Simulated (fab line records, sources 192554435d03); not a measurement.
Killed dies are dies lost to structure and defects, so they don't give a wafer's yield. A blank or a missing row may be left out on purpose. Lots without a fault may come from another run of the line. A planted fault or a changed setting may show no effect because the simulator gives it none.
Split-lot experiment | flow n5_finfet | 7 lots, 21 wafers read, on a route of 1938 steps

THE SPLIT
At N5_BEOL_M14_TRENCH_ETCH_34 (etches SiO2 in C4F8/O2/Ar, target depth 556.65 nm, time 126.9 s), the setting time_s was moved away from the recipe's 126.9 s on 6 of the 21 wafers read, by -16.9% to +19.2%. The other wafers ran this setting at the recipe's value.

FROM THE SPLIT TO THE READING: what the file shows between them, 10 steps
- N5_BEOL_M14_STRIP_70: strips in C4F8/O2/Ar
- N5_BEOL_M14_OCD_MEAS_35
- N5_BEOL_M14_STRIP_37: strips in O2
- N5_BEOL_M14_ETCH_38: etches SiCN in CF4/N2, target depth 106.5 nm, time 120.6 s
- N5_BEOL_M14_ECD_47: material Cu, target thk 1248 nm
- N5_BEOL_M14_ANNEAL_48: time 90 s
- N5_BEOL_M14_CMP_49: polishes, stops on SiO2, t overpolish 5.2 s, target thk 560 nm
- N5_BEOL_M14_THK_MEAS_50: measures by xrf
- N5_BEOL_M14_PRE_CLEAN_52: time 15 s
- N5_BEOL_M14_DEP_53: deposits SiCN from 3MS/NH3, target thk 50 nm, time 17.8 s

THE READING
M14_RS, in ohm/sq, at N5_BEOL_M14_RS_MEAS_54 (measures by four-point-probe). Fault-free wafers of this fab line usually give 0.0332 ohm/sq, standard deviation 0.00081 ohm/sq.

wafer  | tool, chamber at the split | time_s as run, s | against the recipe | M14_RS, ohm/sq | against lot-mates on the recipe
L074.1 | rie_diel-01, 1             | 126.9            | recipe             | 0.0321         | -
L074.3 | rie_diel-01, 3             | 111.7            | -12.0%             | 0.0372         | +0.0038
L074.5 | rie_diel-01, 0             | 126.9            | recipe             | 0.0346         | -
L075.3 | rie_diel-02, 0             | 126.9            | recipe             | 0.0337         | -
L075.4 | rie_diel-02, 2             | 126.9            | recipe             | 0.0326         | -
L075.5 | rie_diel-02, 1             | 151.3            | +19.2%             | 0.0274         | -0.0057
L082.2 | rie_diel-05, 2             | 126.9            | recipe             | 0.0343         | -
L082.3 | rie_diel-05, 0             | 126.9            | recipe             | 0.0331         | -
L082.4 | rie_diel-05, 2             | 126.9            | recipe             | 0.0343         | -
L090.2 | rie_diel-05, 3             | 113.2            | -10.8%             | 0.0366         | +0.0037
L090.3 | rie_diel-05, 1             | 126.9            | recipe             | 0.0329         | -
L090.4 | rie_diel-05, 0             | 126.9            | recipe             | 0.0330         | -
L087.1 | rie_diel-02, 0             | 126.9            | recipe             | 0.0338         | -
L087.4 | rie_diel-02, 1             | 111.8            | -11.9%             | 0.0381         | +0.0043
L087.5 | rie_diel-02, 3             | 111.8            | -11.9%             | 0.0365         | +0.0027
L094.3 | rie_diel-02, 0             | 126.9            | recipe             | 0.0341         | -
L094.4 | rie_diel-02, 1             | 126.9            | recipe             | 0.0335         | -
L094.5 | rie_diel-02, 3             | 126.9            | recipe             | 0.0323         | -
L097.1 | rie_diel-01, 1             | 126.9            | recipe             | 0.0325         | -
L097.2 | rie_diel-01, 2             | 105.5            | -16.9%             | 0.0399         | +0.0075
L097.4 | rie_diel-01, 3             | 126.9            | recipe             | 0.0322         | -

THE FIT
A straight line over all 21 wafers: M14_RS changes by -0.000335 ohm/sq for each +1% of time_s; r = -0.95; the points scatter about the line by 0.00081 ohm/sq.
The same after taking each lot's own level away (the mean of its wafers on the recipe; 21 wafers): -0.000337 ohm/sq for each +1%; r = -0.95; scatter 0.0008 ohm/sq.
On that fit, the largest move of time_s shifts the reading by 0.0065 ohm/sq.
The lots' own levels span 0.03235 to 0.03390 ohm/sq, that is 1.9 times the standard deviation above.
So the lot-to-lot level changes the slope little: the two slopes agree.
Check: with one of the wafers moved furthest among these (+19.2%) left out of the fit, the line predicts -0.00699 ohm/sq for it against its lot-mates. It came out at -0.00575 ohm/sq against them.

OTHER SPLITS ON THESE WAFERS
These wafers also went through other splits before the reading. Each is held against what the fit with the lots' levels taken away leaves over:
other split on the same wafers | wafers away from the commonest value | r with M14_RS (lot level and that fit taken away)
N5_BEOL_M13_COAT_04 spin_rpm   | 6                                    | -0.48
N5_BEOL_M14_EXPOSE_07 dose_mj  | 3                                    | +0.48
N5_BEOL_M14_PEB_08 peb_temp_c  | 5                                    | +0.07

THE WHOLE CHAIN: every reading that the file lists as answering this split, in the file's order
step                       | what it does                                                    | reading                                                                       | change (the file's fit)               | r (the file's)
N5_BEOL_M14_TRENCH_ETCH_34 | etches SiO2 in C4F8/O2/Ar, target depth 556.65 nm, time 126.9 s | etch.depth_nm (the simulator's own value, which no gauge read)                | +5.56 nm for each +1% of the setting  | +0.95
N5_BEOL_M14_OCD_MEAS_35    |                                                                 | trench_depth_nm                                                               | +5.55 nm for each +1% of the setting  | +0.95
N5_BEOL_M14_CMP_49         | polishes, stops on SiO2, t overpolish 5.2 s, target thk 560 nm  | Cu_of_BEOL_M14_ECD_47.thk_nm (the simulator's own value, which no gauge read) | +5.58 nm for each +1% of the setting  | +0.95
N5_BEOL_M14_THK_MEAS_50    | measures by xrf                                                 | M14_THK                                                                       | +5.9 for each +1% of the setting      | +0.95
N5_BEOL_M14_RS_MEAS_54     | measures by four-point-probe                                    | M14_RS                                                                        | -0.000346 for each +1% of the setting | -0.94

THE FILE'S OWN FIT
M14_RS changes by -0.000346 ohm/sq for each +1% of time_s, r = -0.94.
